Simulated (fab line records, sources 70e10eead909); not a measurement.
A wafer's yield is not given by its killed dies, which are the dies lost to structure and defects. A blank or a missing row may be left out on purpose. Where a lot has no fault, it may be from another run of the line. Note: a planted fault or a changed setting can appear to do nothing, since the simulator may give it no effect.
fab line records :: flow nand-harc
[record]
  lots = 5
  wafers = 15
  last-day = 24
route steps=1159 shown P_GATE@170 END@1159
lots with no fault: from the same line, run without faults
start-h: the number of hours between the record's first day and the start of the first shown wafer of the lot :: wait-h: hours since the lot's step before :: " as in the row above :: L1.1+2: a single row standing in for several wafers :: - no value, or no start given :: * or withheld: withheld :: < > ~ a bound
route shown NAME@n: NAME is a module with steps in the file, n the number in the route of the first one :: usual: mean and standard deviation over wafers with no fault :: same: alike in all rows :: chamber/n: place in a boat :: sites: each site's reading :: _std_site: standard deviation of those values :: _edge_site: mean of outer sites minus mean of inner sites :: radius-mm: for every site, how far away it sits from the centre of the wafer :: mask NAME#n: copy n :: behind: tool/chamber where the wafer was last shaped :: hold: what put the lot on hold/how long, in hours/how the hold closed :: device: which transistor (n, p or np) failed to switch :: end of line: tests run on the same wafers once the route is complete :: a step without rows: its recipe alone :: killed: at the first sort, the dies lost to defects and structure; wafer yield is something else :: map: a wafer's dies, x killed, . not, _ none there
set.NAME: the setting the step ran with; set.NAME@STEP: the setting that earlier step ran with :: model.NAME: the simulator's own value behind a step, which no gauge read
lots seen at some steps along the route; tables by step, rows by wafer
services: a tool's chamber out of use, with start hour (start-h, from the record's first day; less than 0 if before it), hours out, and reason
[[steps]]
[step NHARC_P_GATE_CD_MEAS_46]
[recipe]
  target-cd-nm = 720
  landing-energy-ev = 500
[usual]
  cd-nm = 719.8/1.3
lot.wafer: L754.1
tool: cd-sem-01
chamber: 0
start-h: 133.94
wait-h: -
cd-nm: 718.7

lot.wafer: L754.4
tool: cd-sem-01
chamber: 0
start-h: 133.94
wait-h: -
cd-nm: 719.9

lot.wafer: L754.5
tool: cd-sem-01
chamber: 0
start-h: 133.94
wait-h: -
cd-nm: 719.3

lot.wafer: L756.3
tool: cd-sem-03
chamber: 0
start-h: 142.48
wait-h: -
cd-nm: 721.3

lot.wafer: L756.4
tool: cd-sem-03
chamber: 0
start-h: 142.48
wait-h: -
cd-nm: 720.5

lot.wafer: L756.5
tool: cd-sem-03
chamber: 0
start-h: 142.48
wait-h: -
cd-nm: 720.5

lot.wafer: L764.1
tool: cd-sem-02
chamber: 0
start-h: 188.80
wait-h: -
cd-nm: 718.3

lot.wafer: L764.4
tool: cd-sem-02
chamber: 0
start-h: 188.80
wait-h: -
cd-nm: 718.7

lot.wafer: L764.6
tool: cd-sem-02
chamber: 0
start-h: 188.80
wait-h: -
cd-nm: 719.9

lot.wafer: L768.1
tool: cd-sem-02
chamber: 0
start-h: 210.70
wait-h: -
cd-nm: 718.3

lot.wafer: L768.4
tool: cd-sem-02
chamber: 0
start-h: 210.70
wait-h: -
cd-nm: 718.5

lot.wafer: L768.5
tool: cd-sem-02
chamber: 0
start-h: 210.70
wait-h: -
cd-nm: 717.3

lot.wafer: L772.1
tool: cd-sem-01
chamber: 0
start-h: 245.07
wait-h: -
cd-nm: 720.3

lot.wafer: L772.4
tool: cd-sem-01
chamber: 0
start-h: 245.07
wait-h: -
cd-nm: 720.2

lot.wafer: L772.6
tool: cd-sem-01
chamber: 0
start-h: 245.07
wait-h: -
cd-nm: 720.6
[step NHARC_P_GATE_HARDBAKE_47]
[recipe]
  temp-c = 125
  time-s = 80
[step NHARC_P_GATE_DESCUM_48]
[recipe]
  time-s = 3
  o2-flow-sccm = 200
  ar-flow-sccm = 0
  bias-power-w = 0
  chemistry = O2
[usual]
  drypump-motor-current-A = 5.6/0.42
  mfc-ar-sccm = 0.020/0.016
  oes-product-au = 1.000/0.0078
  rf-vpp-V = 57.8/0.96
  showerhead-plenum-p-Torr = 1.94/0.11
  throttle-valve-pct = 11.311/0.0081
lot.wafer: L754.4
tool: rie-diel-11
chamber: 2
start-h: 134.13
wait-h: -
drypump-motor-current-A: 5.8
mfc-ar-sccm: 0.024
oes-product-au: 1.005
rf-hours-counter-h: 21
rf-vpp-V: 57.2
showerhead-plenum-p-Torr: 1.81
throttle-valve-pct: 11.311

lot.wafer: L754.1
tool: rie-diel-11
chamber: 3
start-h: 134.13
wait-h: -
drypump-motor-current-A: 5.8
mfc-ar-sccm: 0.036
oes-product-au: 1.000
rf-hours-counter-h: 21
rf-vpp-V: 57.7
showerhead-plenum-p-Torr: 1.95
throttle-valve-pct: 11.321

lot.wafer: L754.5
tool: rie-diel-11
chamber: 1
start-h: 134.13
wait-h: -
drypump-motor-current-A: 5.6
mfc-ar-sccm: 0
oes-product-au: 0.994
rf-hours-counter-h: -
rf-vpp-V: 58.7
showerhead-plenum-p-Torr: 2.05
throttle-valve-pct: 11.319

lot.wafer: L756.3
tool: rie-diel-11
chamber: 0
start-h: 142.72
wait-h: -
drypump-motor-current-A: 5.6
mfc-ar-sccm: 0.041
oes-product-au: 0.997
rf-hours-counter-h: 23
rf-vpp-V: 57.9
showerhead-plenum-p-Torr: 2.03
throttle-valve-pct: 11.315

lot.wafer: L756.4
tool: rie-diel-11
chamber: 3
start-h: 142.72
wait-h: -
drypump-motor-current-A: 5.7
mfc-ar-sccm: 0.036
oes-product-au: 0.998
rf-hours-counter-h: -
rf-vpp-V: 58.8
showerhead-plenum-p-Torr: 1.95
throttle-valve-pct: 11.306

lot.wafer: L756.5
tool: rie-diel-11
chamber: 1
start-h: 142.72
wait-h: -
drypump-motor-current-A: 5.6
mfc-ar-sccm: 0
oes-product-au: 1.007
rf-hours-counter-h: -
rf-vpp-V: 57.2
showerhead-plenum-p-Torr: 2.05
throttle-valve-pct: 11.303

lot.wafer: L764.1
tool: rie-diel-01
chamber: 0
start-h: 188.96
wait-h: -
drypump-motor-current-A: 6.4
mfc-ar-sccm: 0.021
oes-product-au: 0.997
rf-hours-counter-h: 14
rf-vpp-V: 58.2
showerhead-plenum-p-Torr: 1.79
throttle-valve-pct: 11.312

lot.wafer: L764.4
tool: rie-diel-01
chamber: 3
start-h: 188.96
wait-h: -
drypump-motor-current-A: 6.3
mfc-ar-sccm: 0.026
oes-product-au: 0.996
rf-hours-counter-h: 13
rf-vpp-V: 58.7
showerhead-plenum-p-Torr: 2.02
throttle-valve-pct: 11.300

lot.wafer: L764.6
tool: rie-diel-01
chamber: 1
start-h: 188.96
wait-h: -
drypump-motor-current-A: 5.7
mfc-ar-sccm: 0
oes-product-au: 0.984
rf-hours-counter-h: -
rf-vpp-V: 57.9
showerhead-plenum-p-Torr: 1.95
throttle-valve-pct: 11.311

lot.wafer: L768.1
tool: rie-diel-11
chamber: 3
start-h: 210.87
wait-h: -
drypump-motor-current-A: 5.8
mfc-ar-sccm: 0.036
oes-product-au: 0.994
rf-hours-counter-h: 2
rf-vpp-V: 55.6
showerhead-plenum-p-Torr: 1.95
throttle-valve-pct: 11.298

lot.wafer: L768.4
tool: rie-diel-11
chamber: 0
start-h: 210.87
wait-h: -
drypump-motor-current-A: 5.6
mfc-ar-sccm: 0.041
oes-product-au: 1.005
rf-hours-counter-h: 3
rf-vpp-V: 57.6
showerhead-plenum-p-Torr: 2.03
throttle-valve-pct: 11.312

lot.wafer: L768.5
tool: rie-diel-11
chamber: 2
start-h: 210.87
wait-h: -
drypump-motor-current-A: 5.8
mfc-ar-sccm: 0.024
oes-product-au: 1.010
rf-hours-counter-h: -
rf-vpp-V: 57.8
showerhead-plenum-p-Torr: 1.81
throttle-valve-pct: 11.298

lot.wafer: L772.1
tool: rie-diel-12
chamber: 3
start-h: 245.27
wait-h: -
drypump-motor-current-A: 5.4
mfc-ar-sccm: 0
oes-product-au: 1.009
rf-hours-counter-h: 11
rf-vpp-V: 57.4
showerhead-plenum-p-Torr: 2.07
throttle-valve-pct: 11.319

lot.wafer: L772.4
tool: rie-diel-12
chamber: 2
start-h: 245.27
wait-h: -
drypump-motor-current-A: 4.8
mfc-ar-sccm: 0.014
oes-product-au: 0.993
rf-hours-counter-h: 10
rf-vpp-V: 55.4
showerhead-plenum-p-Torr: 1.78
throttle-valve-pct: 11.324

lot.wafer: L772.6
tool: rie-diel-12
chamber: 0
start-h: 245.27
wait-h: -
drypump-motor-current-A: 5.5
mfc-ar-sccm: 0.028
oes-product-au: 0.998
rf-hours-counter-h: -
rf-vpp-V: 58.7
showerhead-plenum-p-Torr: 2.07
throttle-valve-pct: 11.303
[step NHARC_P_GATE_IMPLANT_49]
[recipe]
  energy-kev = 30
  dose-cm2 = 3e+15
  tilt-deg = 7
[step NHARC_P_GATE_STRIP_111]
[recipe]
  power-w = 1500
  temp-c = 110
  time-s = 250
  chemistry = N2/H2
[usual]
  drypump-motor-current-A = 5.7/0.45
  heater-power-w = 94/8.5
lot.wafer: L754.1
tool: plasma-asher-01
chamber: 1
start-h: 134.48
wait-h: 0.2
drypump-motor-current-A: 5.8
heater-power-w: 97
rf-hours-counter-h: 8

lot.wafer: L754.4
tool: plasma-asher-01
chamber: 0
start-h: 134.48
wait-h: 0.2
drypump-motor-current-A: 6.5
heater-power-w: 107
rf-hours-counter-h: -

lot.wafer: L754.5
tool: plasma-asher-01
chamber: 1
start-h: 134.48
wait-h: 0.2
drypump-motor-current-A: 5.8
heater-power-w: 98
rf-hours-counter-h: -

lot.wafer: L756.4
tool: plasma-asher-01
chamber: 1
start-h: 143.20
wait-h: 0.2
drypump-motor-current-A: 5.8
heater-power-w: 97
rf-hours-counter-h: -

lot.wafer: L756.3
tool: plasma-asher-01
chamber: 0
start-h: 143.20
wait-h: 0.2
drypump-motor-current-A: 6.5
heater-power-w: 105
rf-hours-counter-h: -

lot.wafer: L756.5
tool: plasma-asher-01
chamber: 0
start-h: 143.20
wait-h: 0.2
drypump-motor-current-A: 6.5
heater-power-w: 105
rf-hours-counter-h: -

lot.wafer: L764.1
tool: plasma-asher-01
chamber: 0
start-h: 189.38
wait-h: 0.2
drypump-motor-current-A: 6.5
heater-power-w: 106
rf-hours-counter-h: 26

lot.wafer: L764.4
tool: plasma-asher-01
chamber: 1
start-h: 189.38
wait-h: 0.2
drypump-motor-current-A: 5.8
heater-power-w: 99
rf-hours-counter-h: -

lot.wafer: L764.6
tool: plasma-asher-01
chamber: 1
start-h: 189.38
wait-h: 0.2
drypump-motor-current-A: 5.8
heater-power-w: 99
rf-hours-counter-h: -

lot.wafer: L768.1
tool: plasma-asher-02
chamber: 0
start-h: 211.23
wait-h: 0.2
drypump-motor-current-A: 5.7
heater-power-w: 91
rf-hours-counter-h: 7

lot.wafer: L768.4
tool: plasma-asher-02
chamber: 1
start-h: 211.23
wait-h: 0.2
drypump-motor-current-A: 5.2
heater-power-w: 85
rf-hours-counter-h: -

lot.wafer: L768.5
tool: plasma-asher-02
chamber: 1
start-h: 211.23
wait-h: 0.2
drypump-motor-current-A: 5.2
heater-power-w: 89
rf-hours-counter-h: -

lot.wafer: L772.1
tool: plasma-asher-01
chamber: 1
start-h: 245.69
wait-h: 0.2
drypump-motor-current-A: 5.8
heater-power-w: 99
rf-hours-counter-h: 46

lot.wafer: L772.4
tool: plasma-asher-01
chamber: 0
start-h: 245.69
wait-h: 0.2
drypump-motor-current-A: 6.5
heater-power-w: 105
rf-hours-counter-h: -

lot.wafer: L772.6
tool: plasma-asher-01
chamber: 1
start-h: 245.69
wait-h: 0.2
drypump-motor-current-A: 5.8
heater-power-w: 98
rf-hours-counter-h: -
[step NHARC_P_GATE_STRIP_75]
[recipe]
  power-w = 1500
  temp-c = 250
  chemistry = O2
[usual]
  drypump-motor-current-A = 5.7/0.45
  heater-power-w = 351/33
lot.wafer: L754.1
tool: plasma-asher-01
chamber: 1
start-h: 134.77
wait-h: 0.2
drypump-motor-current-A: 5.8
heater-power-w: 365
rf-hours-counter-h: 8

lot.wafer: L754.4
tool: plasma-asher-01
chamber: 0
start-h: 134.77
wait-h: 0.2
drypump-motor-current-A: 6.5
heater-power-w: 405
rf-hours-counter-h: -

lot.wafer: L754.5
tool: plasma-asher-01
chamber: 1
start-h: 134.77
wait-h: 0.2
drypump-motor-current-A: 5.8
heater-power-w: 367
rf-hours-counter-h: -

lot.wafer: L756.4
tool: plasma-asher-01
chamber: 1
start-h: 143.42
wait-h: 0.2
drypump-motor-current-A: 5.8
heater-power-w: 369
rf-hours-counter-h: -

lot.wafer: L756.3
tool: plasma-asher-01
chamber: 0
start-h: 143.42
wait-h: 0.2
drypump-motor-current-A: 6.4
heater-power-w: 404
rf-hours-counter-h: -

lot.wafer: L756.5
tool: plasma-asher-01
chamber: 0
start-h: 143.42
wait-h: 0.2
drypump-motor-current-A: 6.4
heater-power-w: 409
rf-hours-counter-h: -

lot.wafer: L764.1
tool: plasma-asher-01
chamber: 0
start-h: 189.65
wait-h: 0.2
drypump-motor-current-A: 6.5
heater-power-w: 395
rf-hours-counter-h: 26

lot.wafer: L764.4
tool: plasma-asher-01
chamber: 1
start-h: 189.65
wait-h: 0.2
drypump-motor-current-A: 5.8
heater-power-w: 357
rf-hours-counter-h: -

lot.wafer: L764.6
tool: plasma-asher-01
chamber: 1
start-h: 189.65
wait-h: 0.2
drypump-motor-current-A: 5.8
heater-power-w: 364
rf-hours-counter-h: -

lot.wafer: L768.1
tool: plasma-asher-02
chamber: 0
start-h: 211.53
wait-h: 0.2
drypump-motor-current-A: 5.7
heater-power-w: 333
rf-hours-counter-h: 8

lot.wafer: L768.4
tool: plasma-asher-02
chamber: 1
start-h: 211.53
wait-h: 0.2
drypump-motor-current-A: 5.2
heater-power-w: 318
rf-hours-counter-h: -

lot.wafer: L768.5
tool: plasma-asher-02
chamber: 1
start-h: 211.53
wait-h: 0.2
drypump-motor-current-A: 5.2
heater-power-w: 330
rf-hours-counter-h: -

lot.wafer: L772.1
tool: plasma-asher-01
chamber: 1
start-h: 245.95
wait-h: 0.2
drypump-motor-current-A: 5.8
heater-power-w: 373
rf-hours-counter-h: 46

lot.wafer: L772.4
tool: plasma-asher-01
chamber: 0
start-h: 245.95
wait-h: 0.2
drypump-motor-current-A: 6.5
heater-power-w: 395
rf-hours-counter-h: -

lot.wafer: L772.6
tool: plasma-asher-01
chamber: 1
start-h: 245.95
wait-h: 0.2
drypump-motor-current-A: 5.8
heater-power-w: 362
rf-hours-counter-h: -
[step NHARC_P_GATE_STRIP_50]
[recipe]
  time-s = 900
  temp-c = 130
  chemistry = SPM
[step NHARC_P_GATE_DEHYDRATE_51]
[recipe]
  temp-c = 150
  time-s = 120
[step NHARC_P_GATE_HMDS_52]
[recipe]
  time-s = 30
[step NHARC_P_GATE_COAT_53]
[recipe]
  spin-rpm = 3000
[step NHARC_P_GATE_SOFTBAKE_54]
[recipe]
  temp-c = 122
  time-s = 95
[step NHARC_P_GATE_EBR_55]
[step NHARC_P_GATE_EXPOSE_56]
[recipe]
  na = 0.6
  target-cd-nm = 720
  dose-mj = 14.81
  mask-id = P_PSD
lot.wafer: L754.1+4+5
tool: krf-scanner-01
chamber: 0
start-h: 135.42
wait-h: -
mask: P_PSD#0

lot.wafer: L756.3+4+5
tool: krf-scanner-04
chamber: 0
start-h: 144.18
wait-h: -
mask: P_HVN#0

lot.wafer: L764.1+4+6
tool: krf-scanner-04
chamber: 0
start-h: 190.40
wait-h: -
mask: P_PSD#0

lot.wafer: L768.1+4+5
tool: krf-scanner-03
chamber: 0
start-h: 212.17
wait-h: -
mask: P_PSD#0

lot.wafer: L772.1+4+6
tool: krf-scanner-04
chamber: 0
start-h: 246.72
wait-h: -
mask: P_PSD#0
[step NHARC_P_GATE_PEB_57]
[recipe]
  peb-temp-c = 118
  peb-time-s = 85
[step NHARC_P_GATE_DEVELOP_58]
[recipe]
  time-s = 70
[step NHARC_P_GATE_CD_MEAS_59]
[recipe]
  target-cd-nm = 720
  landing-energy-ev = 500
[usual]
  cd-nm = 719.2/1.2
lot.wafer: L754.1
tool: cd-sem-02
chamber: 0
start-h: 135.57
wait-h: -
cd-nm: 719.0

lot.wafer: L754.4
tool: cd-sem-02
chamber: 0
start-h: 135.57
wait-h: -
cd-nm: 718.4

lot.wafer: L754.5
tool: cd-sem-02
chamber: 0
start-h: 135.57
wait-h: -
cd-nm: 719.7

lot.wafer: L756.3
tool: cd-sem-01
chamber: 0
start-h: 144.34
wait-h: -
cd-nm: -

lot.wafer: L756.4
tool: cd-sem-01
chamber: 0
start-h: 144.34
wait-h: -
cd-nm: -

lot.wafer: L756.5
tool: cd-sem-01
chamber: 0
start-h: 144.34
wait-h: -
cd-nm: -

lot.wafer: L764.1
tool: cd-sem-01
chamber: 0
start-h: 190.56
wait-h: -
cd-nm: 720.8

lot.wafer: L764.4
tool: cd-sem-01
chamber: 0
start-h: 190.56
wait-h: -
cd-nm: 718.2

lot.wafer: L764.6
tool: cd-sem-01
chamber: 0
start-h: 190.56
wait-h: -
cd-nm: 719.4

lot.wafer: L768.1
tool: cd-sem-01
chamber: 0
start-h: 212.32
wait-h: -
cd-nm: 717.3

lot.wafer: L768.4
tool: cd-sem-01
chamber: 0
start-h: 212.32
wait-h: -
cd-nm: 719.1

lot.wafer: L768.5
tool: cd-sem-01
chamber: 0
start-h: 212.32
wait-h: -
cd-nm: 720.1

lot.wafer: L772.1
tool: cd-sem-02
chamber: 0
start-h: 246.89
wait-h: -
cd-nm: 719.8

lot.wafer: L772.4
tool: cd-sem-02
chamber: 0
start-h: 246.89
wait-h: -
cd-nm: 719.8

lot.wafer: L772.6
tool: cd-sem-02
chamber: 0
start-h: 246.89
wait-h: -
cd-nm: 718.8
[step NHARC_P_GATE_HARDBAKE_60]
[recipe]
  temp-c = 125
  time-s = 80
[step NHARC_END_SORT_01]
[recipe]
  temp-c = 25
[usual]
  killed-at-array = 24/7.4
  killed-at-other = 0.5/0.81
  killed-at-periphery = 3.4/2.3
  killed-dies = 28/8
  killed-open = 3.4/1.8
  killed-short = 2.0/1.4
[same]
  gross-dies = 677
lot.wafer: L756.3
tool: prober-02
chamber: 0
start-h: 476.85
wait-h: 3.1
killed-at-array: 31
killed-at-other: 0
killed-at-periphery: 646
killed-dies: 677
killed-open: 5
killed-short: 5

lot.wafer: L756.4
tool: prober-02
chamber: 0
start-h: 477.63
wait-h: 3.4
killed-at-array: 21
killed-at-other: 1
killed-at-periphery: 655
killed-dies: 677
killed-open: 6
killed-short: 3

lot.wafer: L756.5
tool: prober-02
chamber: 0
start-h: 478.42
wait-h: 3.6
killed-at-array: 22
killed-at-other: 0
killed-at-periphery: 655
killed-dies: 677
killed-open: 3
killed-short: 0
// killed by level:class
L756.3 P_GATE:area-expose=643 A_SLIT:chamber-film-flake=11 A_CHANNEL_HOLE_D1:chamber-film-flake=10 A_CHANNEL_HOLE_D1:geometric-particle:short=2 A_CHANNEL_FILL_D1:geometric-particle:short=2 P_GATE:geometric-particle:open=1 P_M1:geometric-particle:open=1 A_SOURCE_PLATE:geometric-particle:open=1
L756.4 P_GATE:area-expose=653 A_CHANNEL_HOLE_D1:chamber-film-flake=10 A_SLIT:chamber-film-flake=5 P_CONTACT:geometric-particle:open=1 P_M0:geometric-particle:open=1 A_ONON_D1:geometric-particle:open=1 A_CHANNEL_HOLE_D1:geometric-particle:open=1 A_WL_FILL:geometric-particle:open=1
L756.5 P_GATE:area-expose=652 A_CHANNEL_HOLE_D1:chamber-film-flake=14 A_SLIT:chamber-film-flake=5 P_ZERO_WELL:chamber-film-flake=2 P_M1:geometric-particle:open=1 A_STAIRCASE:geometric-particle:open=1 A_M0:geometric-particle:open=1 A_STAIRCASE:chamber-film-flake=1
// map L756.3 (x killed, . not)
____________x____________
_________xxxxxxx_________
_______xxxxxxxxxxx_______
______xxxxxxxxxxxxx______
_____xxxxxxxxxxxxxxx_____
____xxxxxxxxxxxxxxxxx____
____xxxxxxxxxxxxxxxxx____
___xxxxxxxxxxxxxxxxxxx___
___xxxxxxxxxxxxxxxxxxx___
__xxxxxxxxxxxxxxxxxxxxx__
__xxxxxxxxxxxxxxxxxxxxx__
_xxxxxxxxxxxxxxxxxxxxxxx_
_xxxxxxxxxxxxxxxxxxxxxxx_
_xxxxxxxxxxxxxxxxxxxxxxx_
_xxxxxxxxxxxxxxxxxxxxxxx_
_xxxxxxxxxxxxxxxxxxxxxxx_
xxxxxxxxxxxxxxxxxxxxxxxxx
xxxxxxxxxxxxxxxxxxxxxxxxx
xxxxxxxxxxxxxxxxxxxxxxxxx
xxxxxxxxxxxxxxxxxxxxxxxxx
xxxxxxxxxxxxxxxxxxxxxxxxx
_xxxxxxxxxxxxxxxxxxxxxxx_
_xxxxxxxxxxxxxxxxxxxxxxx_
_xxxxxxxxxxxxxxxxxxxxxxx_
_xxxxxxxxxxxxxxxxxxxxxxx_
_xxxxxxxxxxxxxxxxxxxxxxx_
__xxxxxxxxxxxxxxxxxxxxx__
__xxxxxxxxxxxxxxxxxxxxx__
___xxxxxxxxxxxxxxxxxxx___
___xxxxxxxxxxxxxxxxxxx___
____xxxxxxxxxxxxxxxxx____
____xxxxxxxxxxxxxxxxx____
_____xxxxxxxxxxxxxxx_____
______xxxxxxxxxxxxx______
_______xxxxxxxxxxx_______
_________xxxxxxx_________
____________x____________
// map L764.1 (x killed, . not)
____________.____________
_________x.....x_________
_______x.x........_______
______x............______
_____.xxx..........._____
____.xx.x............____
____xx.x.............____
___....x..x...........___
___.....x......x.x....___
__...........x.........__
__....x.x...........x..__
_........x..x..x........_
_.................xx...._
_......................._
_............x....x....._
_......................._
.........................
.........................
...x.....................
.........................
.............x...........
_......................._
_......................._
_.........x............._
_......................._
_..............x.....x.._
__.....................__
__.....................__
___.....x......x......___
___...................___
____............x....____
____.................____
_____.......x......._____
______.............______
_______..........._______
_________.x....._________
____________.____________
[[services]]
tool: rie-diel-12
chamber: 0
start-h: 116.79
hours: 6.0
kind: repair

tool: rie-diel-11
chamber: 0
start-h: 119.75
hours: -
kind: clean

tool: rie-diel-11
chamber: 1
start-h: 119.75
hours: -
kind: clean

tool: rie-diel-11
chamber: 2
start-h: 119.75
hours: -
kind: clean

tool: rie-diel-11
chamber: 3
start-h: 119.75
hours: -
kind: clean

tool: krf-scanner-04
chamber: -
start-h: 126.00
hours: 4.0
kind: pm

tool: rie-diel-01
chamber: -
start-h: 137.80
hours: 9.0
kind: pm

tool: rie-diel-11
chamber: 2
start-h: 140.05
hours: 15.5
kind: repair

tool: rie-diel-11
chamber: 0
start-h: 144.25
hours: -
kind: clean

tool: rie-diel-11
chamber: 1
start-h: 144.25
hours: -
kind: clean

tool: rie-diel-11
chamber: 3
start-h: 144.25
hours: -
kind: clean

tool: krf-scanner-03
chamber: -
start-h: 168.02
hours: 4.0
kind: pm

tool: rie-diel-11
chamber: 0
start-h: 168.77
hours: -
kind: clean

tool: rie-diel-11
chamber: 1
start-h: 168.77
hours: -
kind: clean

tool: rie-diel-11
chamber: 2
start-h: 168.77
hours: -
kind: clean

tool: rie-diel-11
chamber: 3
start-h: 168.77
hours: -
kind: clean

tool: plasma-asher-02
chamber: -
start-h: 183.00
hours: 9.0
kind: pm

tool: rie-diel-11
chamber: -
start-h: 189.50
hours: 9.0
kind: pm

tool: rie-diel-11
chamber: 0
start-h: 189.50
hours: 9.0
kind: vent-cycle

tool: plasma-asher-02
chamber: -
start-h: 197.29
hours: 1.3
kind: repair

tool: rie-diel-12
chamber: -
start-h: 202.42
hours: 9.0
kind: pm

tool: krf-scanner-04
chamber: -
start-h: 208.46
hours: 1.8
kind: repair

tool: rie-diel-11
chamber: 2
start-h: 242.59
hours: 42.5
kind: repair

tool: plasma-asher-02
chamber: -
start-h: 242.83
hours: 1.2
kind: repair
[[key]]
[first-sign]
  step = NHARC_P_GATE_EXPOSE_56
  reading = mask
  direction = changed
[effect]
  step = NHARC_P_GATE_CD_MEAS_59
  reading = cd-nm
  direction = missing
[effect]
  step = NHARC_END_SORT_01
  reading = killed-at-periphery
  direction = up
  sigmas = 99+
  usual = 3.4
  struck = 652
[more-kills-born-at]
  NHARC_P_GATE_EXPOSE_56@krf-scanner-04 = 1948
met-at NHARC_P_GATE_EXPOSE_56
struck-wafers L756.3,L756.4,L756.5
later-rows-left-out L756.3,L756.4,L756.5
tester-left-out L756
[fault]
  kind = wrong-mask
  tool = any
  chamber = -
  onset-h = 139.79
  steps = NHARC_P_GATE_EXPOSE_56
  aux-copy = P_HVN#0
  scope = struck-lots-only
// tester-left-out: of these lots the tester's yield and bins aren't shown, on N5 and GAA mostly nor the transistor test; their killed dies are dies lost to structure and defects alone, not to doping, threshold or leakage, so they don't give the yield
// later-rows-left-out: the simulator's readings of these wafers behind a module that went badly wrong aren't trusted and aren't shown, but for the sort
